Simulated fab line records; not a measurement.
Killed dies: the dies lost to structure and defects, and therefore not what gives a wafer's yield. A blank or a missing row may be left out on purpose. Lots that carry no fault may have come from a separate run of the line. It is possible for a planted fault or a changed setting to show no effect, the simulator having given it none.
One fault through the eyes of 2 desks || flow n5_finfet || each desk has only its own numbers; what lay behind them comes last

## FOR THE TOOL OWNER'S DESK: rie_diel-04
The tool's own readings at N5_BEOL_M7_ETCH_62 (etches SOC in N2/H2, target depth 110 nm, overetch 22 nm, time 165 s): means of the sampled wafers that have a number, for each lot that ran on this tool. Any lot whose mean is over 4 standard deviations away from the usual mean is out of limits and marked OUT; that distance is given in the brackets.
Columns: A = drypump_motor_current_A at N5_BEOL_M7_ETCH_62, usual 5.7 A; B = oes_product_au at N5_BEOL_M7_ETCH_62, usual 0.67 a.u.; C = rf_vpp_V at N5_BEOL_M7_ETCH_62, usual 523.9 V; D = showerhead_plenum_p_Torr at N5_BEOL_M7_ETCH_62, usual 2.54 Torr; E = throttle_valve_pct at N5_BEOL_M7_ETCH_62, usual 17.83 %
{"lot": "L273", "first seen here": "day 10 09:42", "A": 6.0, "B": 0.67, "C": 524.9, "D": 2.56, "E": 17.87}
{"lot": "L276", "first seen here": "day 11 05:51", "A": 6.0, "B": 0.67, "C": 524.1, "D": 2.56, "E": 17.89}
{"lot": "L280", "first seen here": "day 12 05:48", "A": 5.8, "B": 0.69, "C": 525.1, "D": 2.57, "E": 17.78}
{"lot": "L281", "first seen here": "day 12 11:17", "A": 5.8, "B": 0.69, "C": 524.6, "D": 2.57, "E": 17.79}
Finding of this desk: none of the 4 lots has anything out of limits.

## METROLOGY DESK
What the gauges read, lot by lot, whatever tool the lot ran on: means of the sampled wafers that have a number. Any lot whose mean is over 4 standard deviations away from the usual mean is out of limits and marked OUT; that distance is given in the brackets. Shown are 7 of the 14 readings it has, namely the first that went out of limits plus those furthest out on some lot.
Columns: A = DIBL_N at N5_BEOL_M4_RC_MEAS_101, usual 36.4 mV/V; B = DIBL_P at N5_BEOL_M4_RC_MEAS_101, usual 36.4 mV/V; C = ION_P at N5_BEOL_M4_RC_MEAS_101, usual 463 uA/um; D = SS_N at N5_BEOL_M4_RC_MEAS_101, usual 71.6 mV/dec; E = VT_N at N5_BEOL_M4_RC_MEAS_101, usual 250 mV; F = M6_RS at N5_BEOL_M6_RS_MEAS_57, usual 0.288 ohm/sq; G = trench_depth_nm at N5_BEOL_M7_OCD_MEAS_38, usual 93.5 nm
{"lot": "L273", "first seen here": "day 9 10:19", "A": 35.5, "B": 37.2, "C": 464, "D": 71.5, "E": 250, "F": 0.292, "G": 94.3}
{"lot": "L276", "first seen here": "day 10 05:55", "A": 34.6, "B": 35.4, "C": 471, "D": 71.2, "E": 251, "F": 0.290, "G": 92.7}
{"lot": "L280", "first seen here": "day 11 01:58", "A": 36.9, "B": 39.0, "C": 465, "D": 71.8, "E": 244, "F": 0.287, "G": "61.7 (-23) OUT"}
{"lot": "L281", "first seen here": "day 11 09:09", "A": 36.3, "B": 37.1, "C": 459, "D": 71.4, "E": 252, "F": 0.281, "G": "63.2 (-22) OUT"}
{"lot": "L285", "first seen here": "day 12 11:01", "A": 38.5, "B": 34.9, "C": 463, "D": 71.0, "E": 251, "F": 0.299, "G": 93.7}
{"lot": "L288", "first seen here": "day 13 01:37", "A": 38.1, "B": 38.9, "C": 465, "D": 71.9, "E": 249, "F": 0.292, "G": 92.8}
{"lot": "L292", "first seen here": "day 14 03:29", "A": 35.4, "B": 35.3, "C": 467, "D": 71.4, "E": 252, "F": 0.286, "G": 94.8}
This desk finds L280, L281 out of limits, L280 being first, at day 12 10:16 (trench_depth_nm at N5_BEOL_M7_OCD_MEAS_38). L273, L276, L285, L288, L292 stayed within limits.

## TAKEN TOGETHER
On L280, L281, the metrology desk was in a position to raise an alarm at day 12 10:16.
Nothing out of limits was seen by the tool owner's desk.
Tool owner's desk: L280, L281 on record, inside its limits.
Every lot named ran N5_BEOL_M7_ETCH_62 on rie_diel-04.

## WHAT HAD BEEN PUT IN BY THE SIMULATOR
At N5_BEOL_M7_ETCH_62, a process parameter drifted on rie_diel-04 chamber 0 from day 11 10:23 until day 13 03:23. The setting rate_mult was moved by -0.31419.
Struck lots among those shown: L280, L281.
Time in hours between the start of the fault and the first out-of-limits reading at each desk: metrology desk, 24.
